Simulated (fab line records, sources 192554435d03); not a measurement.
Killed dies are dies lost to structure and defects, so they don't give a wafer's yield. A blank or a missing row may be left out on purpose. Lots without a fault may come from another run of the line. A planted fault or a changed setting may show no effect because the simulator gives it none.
Split-lot experiment | flow n5_finfet | 7 lots, 21 wafers read, on a route of 1938 steps

THE SPLIT
At N5_SD_EPI_N_PEB_07 (peb time 60 s), the setting peb_time_s was moved away from the recipe's 60 s on 7 of the 21 wafers read, by -22.4% to +8.1%. The other wafers ran this setting at the recipe's value.

FROM THE SPLIT TO THE READING: what the file shows between them, 1 step
- N5_SD_EPI_N_DEVELOP_08: develop time 30 s

THE READING
cd_nm, in nm, at N5_SD_EPI_N_CD_MEAS_09 (target cd 120 nm). Fault-free wafers of this fab line usually give 120.0 nm, standard deviation 0.72 nm.

wafer  | tool, chamber at the split | peb_time_s as run, s | against the recipe | cd_nm, nm | against lot-mates on the recipe
L074.1 | litho_track-02, 0          | 60                   | recipe             | 119.9     | -
L074.3 | litho_track-02, 0          | 55.94                | -6.8%              | 116.2     | -4.1
L074.6 | litho_track-02, 0          | 60                   | recipe             | 120.8     | -
L078.3 | litho_track-02, 0          | 60                   | recipe             | 120.5     | -
L078.4 | litho_track-02, 0          | 50.49                | -15.8%             | 113.6     | -6.7
L078.6 | litho_track-02, 0          | 60                   | recipe             | 120.0     | -
L081.1 | litho_track-04, 0          | 64.84                | +8.1%              | 123.8     | +4.2
L081.4 | litho_track-04, 0          | 60                   | recipe             | 119.7     | -
L081.6 | litho_track-04, 0          | 60                   | recipe             | 119.4     | -
L084.2 | litho_track-02, 0          | 60                   | recipe             | 120.1     | -
L084.3 | litho_track-02, 0          | 50.74                | -15.4%             | 114.0     | -6.1
L084.5 | litho_track-02, 0          | 50.74                | -15.4%             | 113.8     | -6.3
L087.4 | litho_track-02, 0          | 60                   | recipe             | 121.5     | -
L087.5 | litho_track-02, 0          | 60                   | recipe             | 119.5     | -
L087.6 | litho_track-02, 0          | 60                   | recipe             | 121.2     | -
L092.3 | litho_track-03, 0          | 46.57                | -22.4%             | 111.0     | -8.1
L092.5 | litho_track-03, 0          | 46.57                | -22.4%             | 110.4     | -8.7
L092.6 | litho_track-03, 0          | 60                   | recipe             | 119.1     | -
L093.1 | litho_track-03, 0          | 60                   | recipe             | 119.7     | -
L093.2 | litho_track-03, 0          | 60                   | recipe             | 120.2     | -
L093.6 | litho_track-03, 0          | 60                   | recipe             | 120.2     | -

THE FIT
A straight line over all 21 wafers: cd_nm changes by +0.42 nm for each +1% of peb_time_s; r = +0.99; the points scatter about the line by 0.63 nm.
The same after taking each lot's own level away (the mean of its wafers on the recipe; 21 wafers): +0.4 nm for each +1%; r = +0.99; scatter 0.61 nm.
On that fit, the largest move of peb_time_s shifts the reading by 9 nm.
The lots' own levels span 119.10 to 120.73 nm, that is 2.3 times the standard deviation above.
So the lot-to-lot level changes the slope little: the two slopes agree.
Check: with one of the wafers moved furthest among these (-22.4%) left out of the fit, the line predicts -9.26 nm for it against its lot-mates. It came out at -8.1 nm against them.

OTHER SPLITS ON THESE WAFERS
These wafers also went through other splits before the reading. Each is held against what the fit with the lots' levels taken away leaves over:
other split on the same wafers            | wafers away from the commonest value | r with cd_nm (lot level and that fit taken away)
N5_WELL_APT_COAT_02 spin_rpm              | 7                                    | -0.13
N5_PMOS_HMC_CHANNEL_EPI_PEB_07 peb_temp_c | 7                                    | +0.17
N5_PMOS_HMC_CHANNEL_EPI_DESCUM_14 time_s  | 5                                    | +0.20
N5_FIN_CUT_CUT_ETCH_26 time_s             | 7                                    | +0.02

THE WHOLE CHAIN: every reading that the file lists as answering this split, in the file's order
step                    | what it does                                                | reading                                                         | change (the file's fit)               | r (the file's)
N5_SD_EPI_N_CD_MEAS_09  | target cd 120 nm                                            | cd_nm                                                           | +0.411 nm for each +1% of the setting | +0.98
N5_SD_EPI_N_DESCUM_14   | chemistry O2, time 7.9 s                                    | SD_EPI_N.cd_nm (the simulator's own value, which no gauge read) | +0.404 nm for each +1% of the setting | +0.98
N5_SD_EPI_N_ETCH_34     | etches SiARC in CF4, target depth 45.5 nm, time 75.8 s      | SD_EPI_N.cd_nm (the simulator's own value, which no gauge read) | +0.414 nm for each +1% of the setting | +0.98
N5_SD_EPI_N_ETCHBACK_44 | etches SiNx in CH3F/O2, stops on SiO2, target depth 14.5 nm | SD_EPI_N.cd_nm (the simulator's own value, which no gauge read) | +0.417 nm for each +1% of the setting | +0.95

THE FILE'S OWN FIT
cd_nm changes by +0.411 nm for each +1% of peb_time_s, r = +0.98.
